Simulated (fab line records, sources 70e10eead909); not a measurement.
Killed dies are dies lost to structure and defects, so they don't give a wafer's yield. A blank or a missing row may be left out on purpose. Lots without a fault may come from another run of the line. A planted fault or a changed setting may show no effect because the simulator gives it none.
Tool commonality check | flow nand_harc | 13 lots, 39 wafers sampled

WHY IT WAS OPENED
At NHARC_A_ZERO_WELL_CD_MEAS_10 the reading cd_nm is flagged on 2 of 13 lots. Wafers without a fault read 2000.4 nm, standard deviation 1.8.
Rule: a lot is flagged when every wafer of it that has a number lies more than 4 standard deviations from that mean, or none has a number. The other lots count as sound.

lot  | measured     | on        | cd_nm (nm), wafer by wafer | flag
L712 | day 6 22:31  | cd_sem-01 | 2000.0 2001.7 2000.3       |
L715 | day 7 01:53  | cd_sem-01 | 1999.5 2000.8 1994.6       |
L714 | day 7 03:51  | cd_sem-02 | 1999.2 1999.6 1996.3       |
L716 | day 7 13:39  | cd_sem-01 | 1998.9 1998.3 1998.3       |
L718 | day 8 06:00  | cd_sem-01 | 1998.0 1998.9 1999.6       |
L720 | day 8 12:11  | cd_sem-01 | 1998.5 1997.8 1997.2       |
L726 | day 9 16:45  | cd_sem-03 | 2014.8 2015.0 2014.2       | FLAGGED
L723 | day 9 17:40  | cd_sem-03 | 1996.7 2000.5 2000.7       |
L729 | day 10 21:22 | cd_sem-02 | 2015.7 2015.9 2014.5       | FLAGGED
L731 | day 11 02:34 | cd_sem-02 | 2001.5 2001.1 1999.4       |
L733 | day 11 13:56 | cd_sem-01 | 2001.0 2004.1 2002.4       |
L734 | day 11 21:30 | cd_sem-02 | 1998.8 1998.4 1997.3       |
L735 | day 12 06:38 | cd_sem-03 | 1997.1 1999.8 1998.6       |
The numbers of the flagged lots are 2015.0 nm on average: +14.6 nm against the usual, or +8 standard deviations.

WHICH TOOL RAN EACH LOT
The record holds 3 process steps before the reading, out of a route of 1159 steps. In each cell: the tool, then ch and the chambers that the sampled wafers went through, then the start.
lot  | flag    | NHARC_P_BONDPAD_DEGAS_25     | NHARC_P_BONDPAD_PVD_17                  | NHARC_A_ZERO_WELL_EXPOSE_07
L712 |         | pvd_sputter-03, day 6 19:40  | pvd_sputter-03, day 6 22:22 or earlier  | krf_scanner-02 ch 0, day 6 22:22
L715 |         | pvd_sputter-01, day 6 22:56  | pvd_sputter-01, day 7 01:44 or earlier  | krf_scanner-01 ch 0, day 7 01:44
L714 |         | pvd_sputter-02, day 7 00:53  | pvd_sputter-02, day 7 03:42 or earlier  | krf_scanner-02 ch 0, day 7 03:42
L716 |         | pvd_sputter-02, day 7 10:41  | pvd_sputter-02, day 7 13:30 or earlier  | krf_scanner-01 ch 0, day 7 13:30
L718 |         | pvd_sputter-02, day 8 03:03  | pvd_sputter-02, day 8 05:50 or earlier  | krf_scanner-02 ch 0, day 8 05:50
L720 |         | pvd_sputter-03, day 8 09:14  | pvd_sputter-03, day 8 12:01 or earlier  | krf_scanner-04 ch 0, day 8 12:01
L726 | FLAGGED | pvd_sputter-03, day 9 13:57  | pvd_sputter-03, day 9 16:35 or earlier  | krf_scanner-01 ch 0, day 9 16:35
L723 |         | pvd_sputter-01, day 9 14:40  | pvd_sputter-01, day 9 17:31 or earlier  | krf_scanner-02 ch 0, day 9 17:31
L729 | FLAGGED | pvd_sputter-02, day 10 18:21 | pvd_sputter-02, day 10 21:13 or earlier | krf_scanner-01 ch 0, day 10 21:13
L731 |         | pvd_sputter-03, day 10 23:43 | pvd_sputter-03, day 11 02:25 or earlier | krf_scanner-04 ch 0, day 11 02:25
L733 |         | pvd_sputter-01, day 11 10:56 | pvd_sputter-01, day 11 13:47 or earlier | krf_scanner-02 ch 0, day 11 13:47
L734 |         | pvd_sputter-02, day 11 18:43 | pvd_sputter-02, day 11 21:21 or earlier | krf_scanner-02 ch 0, day 11 21:21
L735 |         | pvd_sputter-01, day 12 03:43 | pvd_sputter-01, day 12 06:29 or earlier | krf_scanner-04 ch 0, day 12 06:29
What these steps do:
- NHARC_P_BONDPAD_DEGAS_25: time 60 s.
- NHARC_P_BONDPAD_PVD_17: deposits TaN, target thk 5 nm, time 8.06 s.
- NHARC_A_ZERO_WELL_EXPOSE_07: exposes mask A ZERO.
- NHARC_A_ZERO_WELL_CD_MEAS_10: target cd 2000 nm.

FLAGGED OVER TOTAL, TOOL BY TOOL (the gauges that took the reading come last)
step                         | tool           | lots run | flagged | share of the flagged lots | sound lots run after its first flagged lot
NHARC_P_BONDPAD_DEGAS_25     | pvd_sputter-01 | 4        | 0       | none                      | -
NHARC_P_BONDPAD_DEGAS_25     | pvd_sputter-02 | 5        | 1       | some                      | 1 (L734)
NHARC_P_BONDPAD_DEGAS_25     | pvd_sputter-03 | 4        | 1       | some                      | 1 (L731)
NHARC_P_BONDPAD_PVD_17       | pvd_sputter-01 | 4        | 0       | none                      | -
NHARC_P_BONDPAD_PVD_17       | pvd_sputter-02 | 5        | 1       | some                      | 1 (L734)
NHARC_P_BONDPAD_PVD_17       | pvd_sputter-03 | 4        | 1       | some                      | 1 (L731)
NHARC_A_ZERO_WELL_EXPOSE_07  | krf_scanner-01 | 4        | 2       | all                       | 0
NHARC_A_ZERO_WELL_EXPOSE_07  | krf_scanner-02 | 6        | 0       | none                      | -
NHARC_A_ZERO_WELL_EXPOSE_07  | krf_scanner-04 | 3        | 0       | none                      | -
NHARC_A_ZERO_WELL_CD_MEAS_10 | cd_sem-01      | 6        | 0       | none                      | -
NHARC_A_ZERO_WELL_CD_MEAS_10 | cd_sem-02      | 4        | 1       | some                      | 2 (L731,L734)
NHARC_A_ZERO_WELL_CD_MEAS_10 | cd_sem-03      | 3        | 1       | some                      | 2 (L723,L735)
NHARC_P_BONDPAD_PVD_17 gives no start for some lots, so the hours and the order of its lots are those of NHARC_A_ZERO_WELL_EXPOSE_07.

WHAT THE TABLE ALLOWS
1 row of the table ran every flagged lot: krf_scanner-01 at NHARC_A_ZERO_WELL_EXPOSE_07.
- krf_scanner-01 at NHARC_A_ZERO_WELL_EXPOSE_07: 2 of its 4 lots flagged. Its last sound lot is L716 (day 7 13:30), its first flagged lot L726 (day 9 16:35): a fault that began between those two fits. Its own readings lie more than 4 standard deviations out on every wafer of the flagged lots: exposure_dose_mJ_cm2.
One tool is left: krf_scanner-01 at NHARC_A_ZERO_WELL_EXPOSE_07.

WHAT THE SIMULATOR HAD PUT IN
Process parameter drift: krf_scanner-01, from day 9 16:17 on, at NHARC_A_ZERO_WELL_EXPOSE_07. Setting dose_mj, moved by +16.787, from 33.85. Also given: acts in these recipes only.
Lots struck among those shown: L726, L729. The rule above found the same.
